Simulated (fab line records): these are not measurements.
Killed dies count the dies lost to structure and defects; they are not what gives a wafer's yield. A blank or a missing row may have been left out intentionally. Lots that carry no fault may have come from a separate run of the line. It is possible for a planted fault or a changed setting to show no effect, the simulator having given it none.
fab line records | flow n5-finfet
[record] lots = 3 wafers = 9 last-day = 19
route steps=1938 shown FIN_SAQP@132 FIN_CUT@154 BEOL_M4@1111 PASSIVATION@1936
lots with no fault: from the same line, run without faults
start-h: hours from the record's first day to the start of the lot's first wafer shown | wait-h: time in hours since the lot's previous step | " repeats the value in the row above | L1.1+2: several wafers, shown together as one row | - no value, or no start was given | * or withheld: withheld | < > ~ a bound
route shown NAME@n: NAME is a module with steps in the file, n the number in the route of the first one | usual: mean and standard deviation over wafers with no fault | same: alike in all rows | chamber/n: place in a boat | sites: each site's reading | _std_site: the values' standard deviation | _edge_site: mean of outer sites minus mean of inner sites | radius-mm: for every site, how far away it sits from the centre of the wafer | mask NAME#n: copy n | behind: the tool/chamber that last shaped the wafer | hold: why the lot was held/for how many hours/how that ended | device: which transistor (n, p or np) failed to switch | end of line: tests of these same wafers at the route's end | a step given without rows: its recipe and nothing more | killed: dies that structure and defects cost at the first sort, which is not the same as the wafer's yield | map: a wafer's dies, x killed, . not, _ none there
set.NAME: the setting that was run; set.NAME@STEP: the one run at that earlier step | model.NAME: the simulator's own value behind a step, which no gauge read
lots at some steps of the route; a table a step, a row a wafer
services: a tool's chamber out of use, with start hour (start-h, from the record's first day; less than 0 if before it), hours out, and reason
[[steps]]
[step N5_FIN_SAQP_RECESS_63]
[recipe] chemistry = HF/NH3 target = SiO2 target-depth-a = 180 afs-cycles = 3 temp-c = 30 sublimation-temp-c = 180 sublimation-time-s = 60
[step N5_FIN_SAQP_COAT_68]
[recipe] resist = SOC temp-c = 250 time-s = 60 spin-rpm = 1500 resist-thk-nm = 100
[step N5_FIN_SAQP_ETCH_69]
[recipe] chemistry = N2/H2 target = SOC target-depth-a = 1500 stop-on = SiNx ion-energy-ev = 100 bias-w = 61 pressure-mtorr = 30 source-w = 850 n2-flow-sccm = 200 h2-flow-sccm = 200
[step N5_FIN_SAQP_ETCH_67]
[recipe] chemistry = CH3F/O2 target = SiNx target-depth-a = 300 mask-material = SOC pressure-mtorr = 30 source-w = 395 bias-w = 73 Ar_flow_sccm = 150 CH3F_flow_sccm = 30 O2_flow_sccm = 20 ion-energy-ev = 120
[step N5_FIN_SAQP_STRIP_70]
[recipe] chemistry = N2/H2 power-w = 500 temp-c = 40 pressure-mtorr = 50 rf-frequency-hz = 6e+07 overash-fraction = 0.3 bias-power-w = 28 h2-frac = 0.5 n2-flow-sccm = 300 h2-flow-sccm = 300
[step N5_FIN_SAQP_RECESS_71]
[recipe] chemistry = HF/NH3 target = SiO2 target-depth-a = 30 afs-cycles = 1 temp-c = 30 sublimation-temp-c = 180 sublimation-time-s = 60
[step N5_FIN_SAQP_SPACER2_ALD_28]
[recipe] material = SiO2 target-thk-a = 81 temp-c = 300 ald-precursor-family = BDEAS ald-co-reactant = O2-plasma pulse-time-s = 1 purge-time-s = 2 co-reactant-purge-time-s = 2 pressure-torr = 2
[step N5_FIN_SAQP_SPACER2_ETCHBACK_29]
[recipe] chemistry = CHF3/O2 mode = anisotropic-etchback target = SiO2 target-depth-a = 122 time-s = 6.1 pressure-mtorr = 30 source-w = 650 bias-w = 170 Ar_flow_sccm = 200 CHF3_flow_sccm = 50 O2_flow_sccm = 5 ion-energy-ev = 200
[step N5_FIN_SAQP_MANDREL2_REMOVE_60]
[recipe] chemistry = HBr/Cl2/O2 bt-time-s = 10 target = a-Si stop-on = SiNx endpoint = OES-SiCl over-etch-frac = 1 icp-w = 600 bias-w = 22 HBr_flow_sccm = 150 Cl2_flow_sccm = 80 O2_flow_sccm = 5 pressure-mtorr = 10
[step N5_FIN_SAQP_HM_OPEN_33]
[recipe] chemistry = CH3F/O2 target = SiNx mask-material = SiO2 target-depth-a = 494 time-s = 70.6 pressure-mtorr = 30 source-w = 395 bias-w = 73 Ar_flow_sccm = 150 CH3F_flow_sccm = 30 O2_flow_sccm = 20 ion-energy-ev = 120 ends = cleared
[step N5_FIN_SAQP_ETCH_34]
[recipe] chemistry = C4F6/O2 target = SiO2 target-depth-a = 450 time-s = 15 ion-energy-ev = 250 pressure-mtorr = 30 source-w = 345 bias-w = 185 Ar_flow_sccm = 300 C4F6_flow_sccm = 10 O2_flow_sccm = 10 ends = cleared
[step N5_FIN_SAQP_STRIP_77]
[recipe] chemistry = N2/H2 time-s = 90 power-w = 100 temp-c = 40 pressure-mtorr = 100 rf-frequency-hz = 6e+07 bias-power-w = 3 n2-flow-sccm = 300 h2-flow-sccm = 300
[usual] drypump-motor-current-A = 5.7/0.39 oes-product-au = 0.78/0.089 rf-vpp-V = 45.3/0.8 showerhead-plenum-p-Torr = 3.39/0.062 throttle-valve-pct = 12.24/0.18
// columns lot.wafer tool chamber start-h wait-h drypump-motor-current-A oes-product-au rf-hours-counter-h rf-vpp-V showerhead-plenum-p-Torr throttle-valve-pct
L778.2 rie-diel-02 2 63.07 0.0 5.8 0.94 8 45.7 3.44 11.97
L778.3 " 3 " " 6.4 0.70 233 45.4 3.17 12.38
L778.4 " 1 " " 5.0 0.72 185 46.5 3.34 12.26
L786.1 rie-diel-02 3 111.33 0.0 6.4 0.68 252 43.3 3.16 12.42
L786.2 " 0 " " 5.2 0.71 206 47.3 3.47 12.49
L786.4 " 1 " " 5.0 0.71 - 45.5 3.33 12.28
L795.2 rie-diel-05 2 163.65 0.0 5.5 0.69 214 46.2 3.35 12.30
L795.4 " 1 " " 5.4 0.74 167 45.7 3.37 12.42
L795.5 " 3 " " 5.3 0.89 - 45.4 3.46 12.05
[step N5_FIN_SAQP_ETCH_64]
[recipe] chemistry = CF4 target = SiO2 target-depth-a = 15 ion-energy-ev = 350 pressure-mtorr = 10 icp-w = 800 bias-w = 400 cf4-flow-sccm = 80
[step N5_FIN_SAQP_FIN_ETCH_36]
[recipe] chemistry = HBr/Cl2/O2 target-depth-a = 1200 mask-material = SiNx time-s = 50.4 bias-w = 102 pressure-mtorr = 10 icp-w = 800 HBr_flow_sccm = 150 Cl2_flow_sccm = 80 O2_flow_sccm = 12
[step N5_FIN_SAQP_PRECLEAN_38]
[recipe] chemistry = O3/DIW time-s = 45 temp-c = 22 o3-ppm = 10
[step N5_FIN_SAQP_PRECLEAN_45]
[recipe] chemistry = dHF time-s = 10 dilution = 500:1 temp-c = 25
[step N5_FIN_SAQP_SRD_39]
[recipe] dry = ipa-marangoni time-s = 30 temp-c = 23 rinse-liquid = diw
[step N5_FIN_SAQP_INSPECT_40]
[recipe] inspect-instrument = brightfield mode = aei
[usual] raw-defect-count = 251/81
// columns lot.wafer tool chamber start-h wait-h raw-defect-count
L778.2 defect-inspect-02 - 63.51 0.0 290
L778.3 " - " " 206
L778.4 " - " " 188
L786.1 defect-inspect-01 - 111.78 0.0 1675
L786.2 " - " " 190
L786.4 " - " " 213
L795.2 defect-inspect-02 - 164.15 0.0 237
L795.4 " - " " 222
L795.5 " - " " 204
[step N5_FIN_CUT_COAT_18]
[recipe] resist = SOC temp-c = 250 time-s = 60 spin-rpm = 1500 resist-thk-nm = 230
[step N5_FIN_CUT_COAT_19]
[recipe] resist = SiARC temp-c = 220 time-s = 60 spin-rpm = 1500 resist-thk-nm = 20
[step N5_FIN_CUT_COAT_29]
[recipe] resist = underlayer temp-c = 205 time-s = 60 spin-rpm = 1500 resist-thk-nm = 10
[step N5_FIN_CUT_COAT_02]
[recipe] resist = CAR-EUV spin-rpm = 1500 resist-thk-nm = 30
[step N5_FIN_CUT_EBR_04]
[recipe] solvent = PGMEA ebr-width-mm = 1.5
[step N5_FIN_CUT_SOFTBAKE_03]
[recipe] temp-c = 110 time-s = 60 resist = CAR-EUV
[step N5_FIN_CUT_EXPOSE_05]
[recipe] mask-id = FIN_CUT na = 0.33 source-shape = annular sigma-inner = 0.35 sigma-outer = 0.8 polarization = unpolarized dose-mj = 45.75
[step N5_FIN_CUT_PEB_06]
[recipe] peb-temp-c = 100 peb-time-s = 60 resist = CAR-EUV
[step N5_FIN_CUT_DEVELOP_07]
[recipe] develop-time-s = 30 developer = TMAH resist = CAR-EUV rinse-liquid = surfactant-rinse dry = air-spin dev-temp-c = 23
[step N5_FIN_CUT_INSPECT_10]
[recipe] mode = adi inspect-instrument = brightfield
[usual] raw-defect-count = 47/15
// columns lot.wafer tool chamber start-h wait-h raw-defect-count
L778.2 defect-inspect-02 - 64.04 0.1 44
L778.3 " - " " 40
L778.4 " - " " 42
L786.1 defect-inspect-01 - 112.29 0.1 1476
L786.2 " - " " 37
L786.4 " - " " 35
L795.2 defect-inspect-01 - 164.67 0.0 56
L795.4 " - " " 41
L795.5 " - " " 49
[step N5_FIN_CUT_DESCUM_13]
[recipe] chemistry = O2 time-s = 7 source-power-w = 50 bias-power-w = 20 pressure-mtorr = 20 rf-frequency-hz = 2.712e+07 temp-c = 40 resist = CAR-EUV o2-flow-sccm = 225
[step N5_BEOL_M4_RC_MEAS_101]
[usual] DIBL_N = 36.0/1.6 DIBL_P = 35.8/2 IOFF_N = 0.152/0.03 IOFF_P = 0.20/0.031 ION_N = 670/12 ION_P = 459/7.4 SS_N = 71.5/0.56 SS_P = 73.2/0.64 VT_N = 251/3.5 VT_P = -252/3.3
// columns lot.wafer tool chamber start-h wait-h DIBL_N[mV/V] DIBL_P[mV/V] IOFF_N[nA/um] IOFF_P[nA/um] ION_N[uA/um] ION_P[uA/um] SS_N[mV/dec] SS_P[mV/dec] VT_N[mV] VT_P[mV]
L778.2 prober-02 0 239.00 0.2 36.8 36.3 0.168 0.19 676 456 71.7 72.9 250 -253
L778.3 " 0 " " 37.7 38.8 0.193 0.23 682 463 72.0 74.0 248 -253
L778.4 " 0 " " 36.4 36.6 0.169 0.20 684 463 71.2 73.4 249 -254
L786.1 prober-01 0 284.98 0.0 35.6 37.0 0.171 0.22 673 462 71.0 73.1 249 -249
L786.2 " 0 " " 35.5 37.5 0.190 0.24 694 472 71.2 72.9 244 -248
L786.4 " 0 " " 32.2 33.5 0.124 0.17 666 460 70.4 72.0 250 -254
L795.2 prober-02 0 347.50 0.2 35.4 35.4 0.139 0.17 673 456 71.5 73.4 251 -254
L795.4 " 0 " " 36.3 36.9 0.164 0.20 669 458 72.8 73.4 249 -254
L795.5 " 0 " " 34.5 35.0 0.131 0.18 656 457 71.9 72.6 251 -253
[step N5_PASSIVATION_PROBE_49]
[usual] defect-limited-yield = 91.6/1.4 killed_at_M0_to_M3 = 33/10 killed_at_M4_up = 13/5.3 killed-at-contacts = 13/5.9 killed-at-front-end = 36/12 killed-at-other = 4/3.1 killed-dies = 99/16 killed-open = 65/13 killed-short = 32/7.3 sort_bin_5_function = 4.9/0.9 sort_bin_6_memory = 3.1/0.66 sort-n-pass = 1081/17 sort-yield-pct = 91.6/1.4
[same] gross-dies = 1180 killed-at-back-side = 0 sort_bin_4_leakage[%] = 0 sort_bin_8_speed[%] = 0
// columns lot.wafer tool chamber start-h wait-h defect-limited-yield[%] killed_at_M0_to_M3 killed_at_M4_up killed-at-contacts killed-at-front-end killed-at-other killed-dies killed-open killed-short sort_bin_5_function[%] sort_bin_6_memory[%] sort-n-pass sort-yield-pct[%]
L786.1 prober-01 - 397.92 0.0 77.4 32 12 19 204 0 267 69 35 14.6 4.1 913 77.4
// killed by level:class
L786.1 FIN_SAQP:unspecified=157 MOL_CONTACT_COAG:geometric-particle:open=17 BEOL_M0_SAQP:geometric-particle:short=11 FIN_SAQP:geometric-particle:open=10 FIN_SAQP:geometric-particle:short=10 BEOL_M0_SAQP:geometric-particle:open=7 GATE_CUT:geometric-particle:short=6 DUMMY_GATE:geometric-particle:open=5
// map L786.1 (x killed, . not)
_________________.......xxx.x________________
______________.................._____________
___________........................__________
__________......x.................x._________
________............x.......x.x.xx...._______
_______...x.......x...x......x.........______
______.......x.............x.....x......_____
_____....xxx...x.....x.....x.............____
____.xx..x.xxx.xx.xx.x.x.....x.........xx.___
___x..xxxxxxxxxxxx.......x.....x........x..__
___x.xxxxxxxxxxxxxxx......x......x.........__
__...xxxxxxxxxxxxxxx...x..x......x.........._
__.x..xxxxxxxxxxxxxx........................_
_.x.x.xxxxxxxxxxxxxxxxx....xxx........xx.....
_x..x.xxxxxxxxxxxxxx...x............x.x......
_...x.xxxxxxxxxxxxxxx.x....x......xx....x.x..
_....xxxxxxxxxxxxxx..........................
_.....xxxxxxxxxxxx.x.........................
_...x...xxxxxxxxxx.x......................x..
_.......x..x.xxx...x..x........x.............
_.............xxx.......x............x.......
__x...x......x..x.......x.............x...x._
__.............................x............_
___..x.x...................x........x......__
___.................................x......__
____.........x............................___
_____....................xx.........x....____
______.....x..x.x.x........x.....x..x..._____
_______........xx.x..xx..x...x.........______
________..x.................x.......x._______
__________.x..........x.........x..._________
___________...........x..x...x.....__________
______________.................._____________
_________________..x...x.x...________________
// map L778.3 (x killed, . not)
_________________.....x.....x________________
______________..............x..._____________
___________...........x.......x....__________
__________..............x.x........._________
________......x.x...............x....._______
_______..x......x.............x....x...______
______.....x..............x........x..x._____
_____..............................x...xx____
____....x........................x........___
___......x.......x....x.x..x.......x....x..__
___........x....................x.........x__
__..x..............x........x..............._
__........................x...........xx...._
_x..........x..x........x..............x.....
_..x.....x....x.............x..x........x....
_..........x....x......x..x.....x...xx.......
_.........................x..............x...
_............................................
_.......xx...........x.......x..x............
_.......x......................x............x
_....................................x.......
__.........x......x...........xx....x......._
__x...xx...................................._
___.xx.x.............x...........x.........__
___.....x............x.........x....x...x..__
____...x............x.....................___
_____...........x.x..x.................x.____
______..........x..x..x..........x......_____
_______.....x................x.........______
________..........x......x..x........._______
__________....x.x....x........x....._________
___________.x........x.............__________
______________..x..............._____________
_________________............________________
[[services]]
// columns tool chamber start-h hours kind
rie-diel-05 3 48.11 - clean
rie-diel-05 3 48.11 - consumable-replace:focus-ring
rie-diel-05 3 48.11 14.7 scheduled-down
rie-diel-05 3 48.11 14.7 vent-cycle
rie-diel-05 - 61.93 2.8 pm
rie-diel-05 3 66.19 7.2 repair
rie-diel-02 2 98.10 16.2 repair
rie-diel-02 3 114.42 - clean
rie-diel-02 3 114.42 - consumable-replace:focus-ring
rie-diel-02 3 114.42 - consumable-replace:showerhead
rie-diel-02 3 114.42 17.7 scheduled-down
rie-diel-02 3 114.42 17.7 vent-cycle
rie-diel-05 3 118.81 5.5 repair
rie-diel-02 0 153.84 5.9 repair
rie-diel-02 1 156.34 5.9 repair
[[key]]
[first-sign] step = N5_FIN_SAQP_INSPECT_40 reading = raw-defect-count direction = up sigmas = 18 usual = 251 struck = 1675
[effect] step = N5_FIN_CUT_INSPECT_10 reading = raw-defect-count direction = up sigmas = 97 usual = 47 struck = 1476
[effect] step = N5_PASSIVATION_PROBE_49 reading = killed-at-front-end direction = up sigmas = 14 usual = 36 struck = 204
[more-kills-born-at] N5_FIN_SAQP_STRIP_77@rie-diel-02 = 157
met-at N5_FIN_SAQP_STRIP_77
struck-wafers L786.1
onset-between 63.07 111.33
[fault] kind = chamber-particle-source tool = rie-diel-02 chamber = 3 onset-h = 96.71 steps = N5_FIN_SAQP_STRIP_77 rate-per-visit-cm2 = 2.1986 end-h = 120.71
